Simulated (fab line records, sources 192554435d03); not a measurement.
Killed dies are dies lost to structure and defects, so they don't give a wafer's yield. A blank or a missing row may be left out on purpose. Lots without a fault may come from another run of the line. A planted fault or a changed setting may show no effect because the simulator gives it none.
One fault seen from 3 desks | flow n5_finfet | each desk has only its own numbers; what lay behind them comes last

THE METROLOGY DESK
What the gauges read, lot by lot, whatever tool the lot ran on: means of the sampled wafers that have a number. A lot is out of limits, marked OUT, if its mean lies more than 4 standard deviations from the usual mean; the brackets give that distance.
Columns: A = cd_nm at N5_BEOL_M5_CD_MEAS_18, usual 28.09 nm
lot  | first seen here | A
L944 | day 9 04:07     | 28.10
L946 | day 9 08:30     | 28.69
L949 | day 10 10:49    | 27.90
L947 | day 10 11:14    | 28.07
L954 | day 12 02:50    | 28.04
L955 | day 12 04:56    | 28.08
L959 | day 12 17:20    | 27.90
L958 | day 13 12:02    | 27.89
L960 | day 13 14:10    | 27.96
L961 | day 13 14:43    | 28.03
L963 | day 13 22:28    | 27.80
L967 | day 15 16:42    | 27.93
This desk's finding: nothing out of limits on any of the 12 lots.

THE TOOL OWNER'S DESK: rie_metal-02
The tool's own readings at N5_BEOL_M5_HM_OPEN_17 (chemistry Cl2/BCl3, target TiN, target depth 20 nm, overetch 6 nm): means of the sampled wafers that have a number, for each lot that ran on this tool. A lot is out of limits, marked OUT, if its mean lies more than 4 standard deviations from the usual mean; the brackets give that distance.
Columns: A = bcl3_flow_sccm at N5_BEOL_M5_HM_OPEN_17, usual 21.75 sccm; B = bias_w at N5_BEOL_M5_HM_OPEN_17, usual 126.1 W; C = drypump_motor_current_A at N5_BEOL_M5_HM_OPEN_17, usual 5.7 A; D = oes_ar_750_au at N5_BEOL_M5_HM_OPEN_17, usual 0.80 a.u.; E = oes_product_au at N5_BEOL_M5_HM_OPEN_17, usual 0.68 a.u.; F = throttle_valve_pct at N5_BEOL_M5_HM_OPEN_17, usual 22.11 %
lot  | first seen here | A     | B     | C   | D    | E    | F
L944 | day 9 03:56     | 21.74 | 126.2 | 5.5 | 0.68 | 0.58 | 22.09
L959 | day 12 17:11    | 21.78 | 126.2 | 5.7 | 0.72 | 0.61 | 22.08
L960 | day 13 13:59    | 21.75 | 126.2 | 5.7 | 0.71 | 0.61 | 22.08
L963 | day 13 22:14    | 21.69 | 126.1 | 5.7 | 0.70 | 0.61 | 22.09
L967 | day 15 16:29    | 21.71 | 126.3 | 5.7 | 0.71 | 0.61 | 22.08
This desk's finding: nothing out of limits on any of the 5 lots.

THE DEFECT DESK
What the inspections along the route counted, lot by lot: means of the sampled wafers that have a number. A lot is out of limits, marked OUT, if its mean lies more than 4 standard deviations from the usual mean; the brackets give that distance.
Columns: A = raw_defect_count at N5_BEOL_M4_INSPECT_59, usual 66
lot  | first seen here | A
L944 | day 9 01:14     | 66
L946 | day 9 04:05     | 67
L949 | day 10 06:26    | 56
L947 | day 10 08:18    | 61
L948 | day 10 13:29    | 98
L951 | day 10 13:45    | 68
L954 | day 11 23:43    | 71
L955 | day 11 23:52    | 74
L959 | day 12 13:49    | 119
L958 | day 13 08:56    | 62
L960 | day 13 11:25    | 52
L961 | day 13 11:41    | 45
L963 | day 13 18:43    | 59
L967 | day 15 13:01    | 53
This desk's finding: nothing out of limits on any of the 14 lots.

PUT TOGETHER
The metrology desk saw nothing out of limits.
The tool owner's desk saw nothing out of limits.
The defect desk saw nothing out of limits.

WHAT THE SIMULATOR HAD PUT IN
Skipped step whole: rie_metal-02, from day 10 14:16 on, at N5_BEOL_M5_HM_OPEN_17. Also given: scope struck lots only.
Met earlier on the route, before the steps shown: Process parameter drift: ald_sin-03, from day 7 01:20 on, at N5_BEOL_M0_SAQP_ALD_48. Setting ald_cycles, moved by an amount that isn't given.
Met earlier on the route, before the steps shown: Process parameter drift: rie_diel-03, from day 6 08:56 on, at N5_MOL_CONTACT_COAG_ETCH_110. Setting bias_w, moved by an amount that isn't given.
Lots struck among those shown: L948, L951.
